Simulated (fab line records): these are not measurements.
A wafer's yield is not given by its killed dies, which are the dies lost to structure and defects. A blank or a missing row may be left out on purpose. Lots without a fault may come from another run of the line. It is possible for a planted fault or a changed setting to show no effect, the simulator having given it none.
Struck lot and sound lot, side by side + flow n5_finfet + 16 steps out of a route of 1938
Sound: wafers L285.1, L285.2, L285.4. Struck: wafer L300.2 (left out: L300.5, a lot-mate that was not struck); the cause follows at the end.
At each step with rows: each side's tool, then ch and its chambers, then its first start. Under that, the readings that differ: sound wafers + struck wafers + difference of the means + sigmas: that difference in standard deviations of wafers without a fault.
alike: same words and numbers on both sides, and readings whose means sit less than 2 such deviations apart. not compared: any withheld reading, any reading some wafer has no value for, any bound like >300 that may hide the same value, and any number with overlapping values for which the record gives no deviation.
The two part at a step that has a row with sigmas, a row that says differs or no value, or rows on one side only. Numbers that have no deviation but don't overlap get no sigmas and don't part them. A reading that every wafer of one side lacks parts them only if that side has two wafers or more.

first, 8 steps without rows for these wafers: N5_BEOL_M2_COAT_68 (time 60 s, resist thk 12 nm); N5_BEOL_M2_COAT_76 (time 60 s, resist thk 5 nm); N5_BEOL_M2_COAT_22 (resist thk 30 nm); N5_BEOL_M2_EBR_24; N5_BEOL_M2_SOFTBAKE_23 (time 60 s); N5_BEOL_M2_EXPOSE_25 (exposes mask V1, defocus 5 nm); N5_BEOL_M2_PEB_26 (peb time 60 s); N5_BEOL_M2_DEVELOP_27 (develop time 30 s).
N5_BEOL_M2_CD_MEAS_28: target cd 26.2 nm, target cd y 24.1 nm.
  sound on cd_sem-03 ch 0, day 6 13:54; struck on cd_sem-03 ch 0, day 10 07:58
  alike: cd_nm
N5_BEOL_M2_OVL_MEAS_29:
  sound on overlay-01 ch 0, day 6 13:56; struck on overlay-01 ch 0, day 10 08:00
  alike: V1_OVL
N5_BEOL_M2_INSPECT_30: inspects for defects (brightfield).
  sound on defect_inspect-02 at day 6 13:59; struck on defect_inspect-01 at day 10 08:03
  alike: raw_defect_count
N5_BEOL_M2_DESCUM_33: chemistry O2, time 7 s.
  sound on rie_diel-02 ch 0,2,3, day 6 14:01; struck on rie_diel-05 ch 2, day 10 08:05
| reading                         | sound          | struck | difference | sigmas |
|---------------------------------|----------------|--------|------------|--------|
| oes_product_au (a.u.)           | 0.88 0.70 1.01 | 0.67   | -0.19      | -2     |
| rf_hours_counter_h (h)          | 31 216 0       | 231    | +149       |        |
| showerhead_plenum_p_Torr (Torr) | 2.14 2.16 2.23 | 2.07   | -0.11      | -2     |
  alike: drypump_motor_current_A, rf_vpp_V, throttle_valve_pct
N5_BEOL_M2_ETCH_77: etches underlayer in N2/H2, target depth 6.5 nm, time 5.2 s.
  sound on rie_diel-02 ch 0,2,3, day 6 14:04; struck on rie_diel-05 ch 2, day 10 08:07
| reading                         | sound             | struck | difference | sigmas |
|---------------------------------|-------------------|--------|------------|--------|
| etch_rf_on_time_s (s)           | 5.21 5.23 5.19    | 3.75   | -1.46      | -13    |
| rf_hours_counter_h (h)          | 31 216 0          | 231    | +149       |        |
| rf_vpp_V (V)                    | 526.1 527.7 528.2 | 523.1  | -4.2       | -2     |
| showerhead_plenum_p_Torr (Torr) | 2.58 2.61 2.69    | 2.51   | -0.12      | -2     |
  alike: drypump_motor_current_A, oes_product_au, throttle_valve_pct
N5_BEOL_M2_ETCH_69: etches SiARC in CF4, target depth 15.6 nm, time 26 s.
  sound on rie_diel-02 ch 0,2,3, day 6 14:04; struck on rie_diel-05 ch 2, day 10 08:08
| reading                         | sound          | struck | difference | sigmas |
|---------------------------------|----------------|--------|------------|--------|
| oes_product_au (a.u.)           | 0.76 0.60 0.85 | 0.57   | -0.17      | -2     |
| rf_hours_counter_h (h)          | 31 216 0       | 231    | +149       |        |
| showerhead_plenum_p_Torr (Torr) | 2.18 2.21 2.27 | 2.12   | -0.10      | -2     |
  alike: drypump_motor_current_A, etch_rf_on_time_s, rf_vpp_V, throttle_valve_pct
-- a jump in the record: the struck wafers' starts before and after are 3 days apart (it breaks off in module BEOL_M2 and resumes in module BEOL_M4, where the first step shown is number 1111 of the route) --
N5_BEOL_M4_RC_MEAS_101:
  sound on prober-02 ch 0, day 9 07:44; struck on prober-02 ch 0, day 12 20:30
  alike: DIBL_N, DIBL_P, IOFF_N, IOFF_P, ION_N, ION_P, SS_N, SS_P, VT_N, VT_P
-- the record jumps here: 4 days lie between the struck wafers' starts before and after (it left off in module BEOL_M4 and takes up again in module PASSIVATION, whose first step shown is number 1936 of the route) --
N5_PASSIVATION_PROBE_49:
  sound on prober-01 at day 13 18:02; struck on prober-02 at day 17 07:25
| reading                  | sound          | struck | difference | sigmas |
|--------------------------|----------------|--------|------------|--------|
| defect_limited_yield (%) | 89.9 93.5 92.7 | 95.0   | +3.0       | +2     |
| killed_at_M0_to_M3       | 54 32 44       | 21     | -22        | -2     |
| killed_dies              | 119 77 86      | 59     | -35        | -2     |
| killed_short             | 41 30 38       | 12     | -24        | -3     |
| sort_n_pass              | 1060 1103 1094 | 1121   | +35        | +2     |
| sort_yield_pct (%)       | 89.8 93.5 92.7 | 95.0   | +3.0       | +2     |
  alike: killed_at_M4_up, killed_at_contacts, killed_at_front_end, killed_at_other, killed_open, sort_bin_5_function, sort_bin_6_memory, sort_bin_8_speed

== WHERE THEY PART ==
Last at N5_PASSIVATION_PROBE_49 as far as this record goes, first at N5_BEOL_M2_DESCUM_33.

WHY: what the simulator had put in
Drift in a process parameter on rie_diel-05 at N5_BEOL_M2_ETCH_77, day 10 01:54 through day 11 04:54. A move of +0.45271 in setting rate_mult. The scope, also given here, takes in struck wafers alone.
